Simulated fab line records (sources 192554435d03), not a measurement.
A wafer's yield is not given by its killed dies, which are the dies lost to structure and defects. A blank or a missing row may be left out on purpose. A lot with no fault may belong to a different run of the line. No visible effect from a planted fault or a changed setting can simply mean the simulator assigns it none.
Which of the tools did it? || flow n5 finfet || 24 lots with 72 wafers sampled at 3 steps, on a route of 1938 steps

## WHAT THE GAUGES READ, wafer by wafer
N5_SDB_OVL_MEAS_12. Usual: SDB_OVL gives 0.1 nm (standard deviation 0.85).
{"lot": "L074", "measured": "day 4 02:47", "on": "overlay-02", "SDB_OVL (nm)": "0.6 -0.1 0.5", "flag": ""}
{"lot": "L075", "measured": "day 4 01:22", "on": "overlay-01", "SDB_OVL (nm)": "-1.0 -0.9 -1.2", "flag": ""}
{"lot": "L076", "measured": "day 4 07:39", "on": "overlay-02", "SDB_OVL (nm)": "0.5 0.5 -0.6", "flag": ""}
{"lot": "L077", "measured": "day 4 17:52", "on": "overlay-01", "SDB_OVL (nm)": "-0.5 1.0 0.0", "flag": ""}
{"lot": "L078", "measured": "day 4 20:07", "on": "overlay-02", "SDB_OVL (nm)": "-0.4 -0.9 1.2", "flag": ""}
{"lot": "L079", "measured": "day 5 02:20", "on": "overlay-02", "SDB_OVL (nm)": "-2.2 -0.4 -0.8", "flag": ""}
{"lot": "L080", "measured": "day 5 06:59", "on": "overlay-01", "SDB_OVL (nm)": "0.9 -0.7 -0.5", "flag": ""}
{"lot": "L081", "measured": "day 5 19:32", "on": "overlay-02", "SDB_OVL (nm)": "0.2 -1.2 0.4", "flag": ""}
{"lot": "L082", "measured": "day 5 23:45", "on": "overlay-02", "SDB_OVL (nm)": "-1.3 -1.1 0.9", "flag": ""}
{"lot": "L083", "measured": "day 6 08:32", "on": "overlay-01", "SDB_OVL (nm)": "1.1 1.3 0.4", "flag": ""}
{"lot": "L084", "measured": "day 6 12:28", "on": "overlay-01", "SDB_OVL (nm)": "0.1 -0.5 -0.3", "flag": ""}
{"lot": "L087", "measured": "day 7 04:58", "on": "overlay-01", "SDB_OVL (nm)": "0.5 0.5 1.3", "flag": ""}
{"lot": "L085", "measured": "day 7 07:35", "on": "overlay-01", "SDB_OVL (nm)": "1.3 1.4 0.8", "flag": ""}
{"lot": "L086", "measured": "day 7 10:58", "on": "overlay-01", "SDB_OVL (nm)": "-1.4 -0.5 1.1", "flag": ""}
{"lot": "L088", "measured": "day 7 18:58", "on": "overlay-01", "SDB_OVL (nm)": "-1.1 -1.3 -1.2", "flag": ""}
{"lot": "L089", "measured": "day 7 22:32", "on": "overlay-01", "SDB_OVL (nm)": "-0.5 0.5 0.3", "flag": ""}
{"lot": "L091", "measured": "day 8 04:35", "on": "overlay-01", "SDB_OVL (nm)": "-0.7 -0.5 -0.6", "flag": ""}
{"lot": "L090", "measured": "day 8 04:47", "on": "overlay-01", "SDB_OVL (nm)": "0.6 -0.4 0.1", "flag": ""}
{"lot": "L092", "measured": "day 8 10:24", "on": "overlay-01", "SDB_OVL (nm)": "-0.8 0.4 1.2", "flag": ""}
{"lot": "L093", "measured": "day 8 12:08", "on": "overlay-02", "SDB_OVL (nm)": "-0.2 0.2 0.6", "flag": ""}
{"lot": "L094", "measured": "day 8 20:11", "on": "overlay-02", "SDB_OVL (nm)": "0.9 1.6 1.8", "flag": ""}
{"lot": "L095", "measured": "day 8 23:08", "on": "overlay-02", "SDB_OVL (nm)": "-0.3 0.4 0.8", "flag": ""}
{"lot": "L096", "measured": "day 9 05:51", "on": "overlay-02", "SDB_OVL (nm)": "0.7 0.9 0.4", "flag": ""}
{"lot": "L097", "measured": "day 9 16:21", "on": "overlay-02", "SDB_OVL (nm)": "-0.6 0.6 0.8", "flag": ""}

N5_SDB_INSPECT_13: inspects for defects (brightfield). Usual: raw defect count reads 80 (standard deviation 31).
{"lot": "L074", "measured": "day 4 02:49", "on": "defect inspect-02", "raw defect count": "45 95 46", "flag": ""}
{"lot": "L075", "measured": "day 4 01:23", "on": "defect inspect-02", "raw defect count": "86 38 61", "flag": ""}
{"lot": "L076", "measured": "day 4 07:41", "on": "defect inspect-01", "raw defect count": "102 88 90", "flag": ""}
{"lot": "L077", "measured": "day 4 17:53", "on": "defect inspect-02", "raw defect count": "53 73 108", "flag": ""}
{"lot": "L078", "measured": "day 4 20:09", "on": "defect inspect-02", "raw defect count": "74 160 84", "flag": ""}
{"lot": "L079", "measured": "day 5 02:22", "on": "defect inspect-01", "raw defect count": "164 133 105", "flag": ""}
{"lot": "L080", "measured": "day 5 07:01", "on": "defect inspect-02", "raw defect count": "90 83 61", "flag": ""}
{"lot": "L081", "measured": "day 5 19:34", "on": "defect inspect-02", "raw defect count": "83 80 66", "flag": ""}
{"lot": "L082", "measured": "day 5 23:47", "on": "defect inspect-02", "raw defect count": "90 77 85", "flag": ""}
{"lot": "L083", "measured": "day 6 08:34", "on": "defect inspect-01", "raw defect count": "50 60 61", "flag": ""}
{"lot": "L084", "measured": "day 6 12:29", "on": "defect inspect-02", "raw defect count": "50 105 48", "flag": ""}
{"lot": "L087", "measured": "day 7 04:59", "on": "defect inspect-01", "raw defect count": "62 110 61", "flag": ""}
{"lot": "L085", "measured": "day 7 07:37", "on": "defect inspect-02", "raw defect count": "73 55 43", "flag": ""}
{"lot": "L086", "measured": "day 7 11:00", "on": "defect inspect-02", "raw defect count": "88 132 85", "flag": ""}
{"lot": "L088", "measured": "day 7 19:00", "on": "defect inspect-02", "raw defect count": "148 104 101", "flag": ""}
{"lot": "L089", "measured": "day 7 22:34", "on": "defect inspect-02", "raw defect count": "61 130 46", "flag": ""}
{"lot": "L091", "measured": "day 8 04:37", "on": "defect inspect-01", "raw defect count": "92 119 71", "flag": ""}
{"lot": "L090", "measured": "day 8 04:49", "on": "defect inspect-01", "raw defect count": "72 88 57", "flag": ""}
{"lot": "L092", "measured": "day 8 10:25", "on": "defect inspect-01", "raw defect count": "100 69 111", "flag": ""}
{"lot": "L093", "measured": "day 8 12:10", "on": "defect inspect-01", "raw defect count": "51 74 34", "flag": ""}
{"lot": "L094", "measured": "day 8 20:13", "on": "defect inspect-01", "raw defect count": "81 64 115", "flag": ""}
{"lot": "L095", "measured": "day 8 23:11", "on": "defect inspect-01", "raw defect count": "37 94 42", "flag": ""}
{"lot": "L096", "measured": "day 9 05:52", "on": "defect inspect-01", "raw defect count": "62 116 56", "flag": ""}
{"lot": "L097", "measured": "day 9 16:22", "on": "defect inspect-01", "raw defect count": "92 140 158", "flag": ""}

## EACH LOT AND THE TOOL THAT RAN IT (in order: tool; ch and the chambers of the sampled wafers; start)
{"lot": "L074", "N5_SD_EPI_N_ETCH_16": "rie diel-05 ch 0,1,3, day 3 06:46"}
{"lot": "L075", "N5_SD_EPI_N_ETCH_16": "rie diel-03 ch 2,3, day 3 09:16"}
{"lot": "L076", "N5_SD_EPI_N_ETCH_16": "rie diel-04 ch 0,2,3, day 3 14:41"}
{"lot": "L077", "N5_SD_EPI_N_ETCH_16": "rie diel-04 ch 1,2, day 3 19:59"}
{"lot": "L078", "N5_SD_EPI_N_ETCH_16": "rie diel-04 ch 1,2, day 4 02:29"}
{"lot": "L079", "N5_SD_EPI_N_ETCH_16": "rie diel-03 ch 0,3, day 4 08:22"}
{"lot": "L080", "N5_SD_EPI_N_ETCH_16": "rie diel-05 ch 1,2,3, day 4 12:40"}
{"lot": "L081", "N5_SD_EPI_N_ETCH_16": "rie diel-05 ch 0,1, day 4 22:28"}
{"lot": "L082", "N5_SD_EPI_N_ETCH_16": "rie diel-05 ch 0,1,2, day 5 06:25"}
{"lot": "L083", "N5_SD_EPI_N_ETCH_16": "rie diel-05 ch 1,2,3, day 5 15:57"}
{"lot": "L084", "N5_SD_EPI_N_ETCH_16": "rie diel-04 ch 1,2, day 5 19:46"}
{"lot": "L087", "N5_SD_EPI_N_ETCH_16": "rie diel-03 ch 0,1, day 6 13:50"}
{"lot": "L085", "N5_SD_EPI_N_ETCH_16": "rie diel-04 ch 0,2,3, day 6 15:02"}
{"lot": "L086", "N5_SD_EPI_N_ETCH_16": "rie diel-05 ch 0,2, day 6 19:39"}
{"lot": "L088", "N5_SD_EPI_N_ETCH_16": "rie diel-04 ch 0,2,3, day 7 02:01"}
{"lot": "L089", "N5_SD_EPI_N_ETCH_16": "rie diel-03 ch 0,2,3, day 7 06:02"}
{"lot": "L091", "N5_SD_EPI_N_ETCH_16": "rie diel-05 ch 2,3, day 7 10:33"}
{"lot": "L090", "N5_SD_EPI_N_ETCH_16": "rie diel-03 ch 0,2,3, day 7 10:45"}
{"lot": "L092", "N5_SD_EPI_N_ETCH_16": "rie diel-03 ch 0,2,3, day 7 18:04"}
{"lot": "L093", "N5_SD_EPI_N_ETCH_16": "rie diel-04 ch 0,1,2, day 7 19:27"}
{"lot": "L094", "N5_SD_EPI_N_ETCH_16": "rie diel-03 ch 1,3, day 8 01:49"}
{"lot": "L095", "N5_SD_EPI_N_ETCH_16": "rie diel-03 ch 2,3, day 8 06:35"}
{"lot": "L096", "N5_SD_EPI_N_ETCH_16": "rie diel-05 ch 0,1,3, day 8 12:22"}
{"lot": "L097", "N5_SD_EPI_N_ETCH_16": "rie diel-04 ch 0,1, day 8 22:28"}
- N5_SD_EPI_N_ETCH_16: etches SiO2 in CHF3/O2, target depth 5 nm.

## AS READ BY THE TOOLS THEMSELVES (means over the sampled wafers that have a number; for cases with no such wafer, the mark the record gives instead)
N5_SD_EPI_N_ETCH_16. Usual: drypump motor current A 5.6 A, standard deviation 0.41; mfc ar sccm 200.1 sccm, standard deviation 0.66; oes product au 0.78 a.u., standard deviation 0.1; rf vpp V 523 V, standard deviation 13; showerhead plenum p Torr 2.41 Torr, standard deviation 0.055; throttle valve pct 18.98 %, standard deviation 0.18.
{"lot": "L074", "tool": "rie diel-05", "drypump motor current A (A)": 5.7, "mfc ar sccm (sccm)": 199.6, "oes product au (a.u.)": 0.72, "rf vpp V (V)": 510, "showerhead plenum p Torr (Torr)": 2.40, "throttle valve pct (%)": 19.11, "flag": ""}
{"lot": "L075", "tool": "rie diel-03", "drypump motor current A (A)": 5.4, "mfc ar sccm (sccm)": 199.7, "oes product au (a.u.)": 0.72, "rf vpp V (V)": 532, "showerhead plenum p Torr (Torr)": 2.47, "throttle valve pct (%)": 19.06, "flag": ""}
{"lot": "L076", "tool": "rie diel-04", "drypump motor current A (A)": 5.5, "mfc ar sccm (sccm)": 200.0, "oes product au (a.u.)": 0.78, "rf vpp V (V)": 529, "showerhead plenum p Torr (Torr)": 2.43, "throttle valve pct (%)": 18.93, "flag": ""}
{"lot": "L077", "tool": "rie diel-04", "drypump motor current A (A)": 5.4, "mfc ar sccm (sccm)": 200.3, "oes product au (a.u.)": 0.88, "rf vpp V (V)": 528, "showerhead plenum p Torr (Torr)": 2.37, "throttle valve pct (%)": 19.10, "flag": ""}
{"lot": "L078", "tool": "rie diel-04", "drypump motor current A (A)": 5.4, "mfc ar sccm (sccm)": 200.5, "oes product au (a.u.)": 0.87, "rf vpp V (V)": 527, "showerhead plenum p Torr (Torr)": 2.37, "throttle valve pct (%)": 19.10, "flag": ""}
{"lot": "L079", "tool": "rie diel-03", "drypump motor current A (A)": 5.7, "mfc ar sccm (sccm)": 199.9, "oes product au (a.u.)": 0.68, "rf vpp V (V)": 514, "showerhead plenum p Torr (Torr)": 2.42, "throttle valve pct (%)": 19.12, "flag": ""}
{"lot": "L080", "tool": "rie diel-05", "drypump motor current A (A)": 5.5, "mfc ar sccm (sccm)": 199.8, "oes product au (a.u.)": 0.73, "rf vpp V (V)": 511, "showerhead plenum p Torr (Torr)": 2.44, "throttle valve pct (%)": 19.10, "flag": ""}
{"lot": "L081", "tool": "rie diel-05", "drypump motor current A (A)": 5.8, "mfc ar sccm (sccm)": 200.3, "oes product au (a.u.)": 0.71, "rf vpp V (V)": 508, "showerhead plenum p Torr (Torr)": 2.36, "throttle valve pct (%)": 19.02, "flag": ""}
{"lot": "L082", "tool": "rie diel-05", "drypump motor current A (A)": 5.5, "mfc ar sccm (sccm)": 200.7, "oes product au (a.u.)": 0.72, "rf vpp V (V)": 510, "showerhead plenum p Torr (Torr)": 2.40, "throttle valve pct (%)": 18.98, "flag": ""}
{"lot": "L083", "tool": "rie diel-05", "drypump motor current A (A)": 5.5, "mfc ar sccm (sccm)": 199.5, "oes product au (a.u.)": 0.72, "rf vpp V (V)": 512, "showerhead plenum p Torr (Torr)": 2.44, "throttle valve pct (%)": 19.10, "flag": ""}
{"lot": "L084", "tool": "rie diel-04", "drypump motor current A (A)": 5.4, "mfc ar sccm (sccm)": 199.5, "oes product au (a.u.)": 0.94, "rf vpp V (V)": 523, "showerhead plenum p Torr (Torr)": 2.36, "throttle valve pct (%)": 18.93, "flag": ""}
{"lot": "L087", "tool": "rie diel-03", "drypump motor current A (A)": 6.2, "mfc ar sccm (sccm)": 200.6, "oes product au (a.u.)": 0.78, "rf vpp V (V)": 534, "showerhead plenum p Torr (Torr)": 2.42, "throttle valve pct (%)": 18.92, "flag": ""}
{"lot": "L085", "tool": "rie diel-04", "drypump motor current A (A)": 5.5, "mfc ar sccm (sccm)": 200.2, "oes product au (a.u.)": 0.84, "rf vpp V (V)": 528, "showerhead plenum p Torr (Torr)": 2.42, "throttle valve pct (%)": 18.83, "flag": ""}
{"lot": "L086", "tool": "rie diel-05", "drypump motor current A (A)": 5.5, "mfc ar sccm (sccm)": 199.6, "oes product au (a.u.)": 0.75, "rf vpp V (V)": 514, "showerhead plenum p Torr (Torr)": 2.37, "throttle valve pct (%)": 18.83, "flag": ""}
{"lot": "L088", "tool": "rie diel-04", "drypump motor current A (A)": 5.5, "mfc ar sccm (sccm)": 199.8, "oes product au (a.u.)": 0.83, "rf vpp V (V)": 529, "showerhead plenum p Torr (Torr)": 2.42, "throttle valve pct (%)": 18.84, "flag": ""}
{"lot": "L089", "tool": "rie diel-03", "drypump motor current A (A)": 5.5, "mfc ar sccm (sccm)": 200.0, "oes product au (a.u.)": 0.77, "rf vpp V (V)": 523, "showerhead plenum p Torr (Torr)": 2.43, "throttle valve pct (%)": 18.99, "flag": ""}
{"lot": "L091", "tool": "rie diel-05", "drypump motor current A (A)": 5.6, "mfc ar sccm (sccm)": 200.1, "oes product au (a.u.)": 0.73, "rf vpp V (V)": 517, "showerhead plenum p Torr (Torr)": 2.40, "throttle valve pct (%)": 19.09, "flag": ""}
{"lot": "L090", "tool": "rie diel-03", "drypump motor current A (A)": 5.5, "mfc ar sccm (sccm)": 200.2, "oes product au (a.u.)": 0.76, "rf vpp V (V)": 522, "showerhead plenum p Torr (Torr)": 2.43, "throttle valve pct (%)": 18.99, "flag": ""}
{"lot": "L092", "tool": "rie diel-03", "drypump motor current A (A)": 5.5, "mfc ar sccm (sccm)": 199.9, "oes product au (a.u.)": 0.77, "rf vpp V (V)": 522, "showerhead plenum p Torr (Torr)": 2.43, "throttle valve pct (%)": 19.01, "flag": ""}
{"lot": "L093", "tool": "rie diel-04", "drypump motor current A (A)": 5.2, "mfc ar sccm (sccm)": 200.4, "oes product au (a.u.)": 0.88, "rf vpp V (V)": 528, "showerhead plenum p Torr (Torr)": 2.38, "throttle valve pct (%)": 18.91, "flag": ""}
{"lot": "L094", "tool": "rie diel-03", "drypump motor current A (A)": 5.7, "mfc ar sccm (sccm)": 200.0, "oes product au (a.u.)": 0.90, "rf vpp V (V)": 536, "showerhead plenum p Torr (Torr)": 2.46, "throttle valve pct (%)": 18.89, "flag": ""}
{"lot": "L095", "tool": "rie diel-03", "drypump motor current A (A)": 5.4, "mfc ar sccm (sccm)": 200.2, "oes product au (a.u.)": 0.77, "rf vpp V (V)": 531, "showerhead plenum p Torr (Torr)": 2.45, "throttle valve pct (%)": 18.99, "flag": ""}
{"lot": "L096", "tool": "rie diel-05", "drypump motor current A (A)": 5.7, "mfc ar sccm (sccm)": 200.4, "oes product au (a.u.)": 0.77, "rf vpp V (V)": 510, "showerhead plenum p Torr (Torr)": 2.39, "throttle valve pct (%)": 19.08, "flag": ""}
{"lot": "L097", "tool": "rie diel-04", "drypump motor current A (A)": 5.1, "mfc ar sccm (sccm)": 199.2, "oes product au (a.u.)": 0.85, "rf vpp V (V)": 533, "showerhead plenum p Torr (Torr)": 2.38, "throttle valve pct (%)": 18.99, "flag": ""}

## THE ANSWER, worked out from the rows above alone
Rule: take the mean of a lot's wafers that have a number; if it is more than 3 standard deviations from the usual mean, the lot is off. Also off: a lot with no number at a reading for which 4 or more lots have one. The other lots that the step has rows for count as sound. After the gauges, taken in route order, come the tools' own readings; for these a lot's mean is taken, as printed above. The first step at which some lot is off is used, and at that step the reading that is off furthest; a lot without a number counts as furthest.
Nothing can be told from this: no lot is off at any reading shown.

## WHAT THE SIMULATOR PUT IN
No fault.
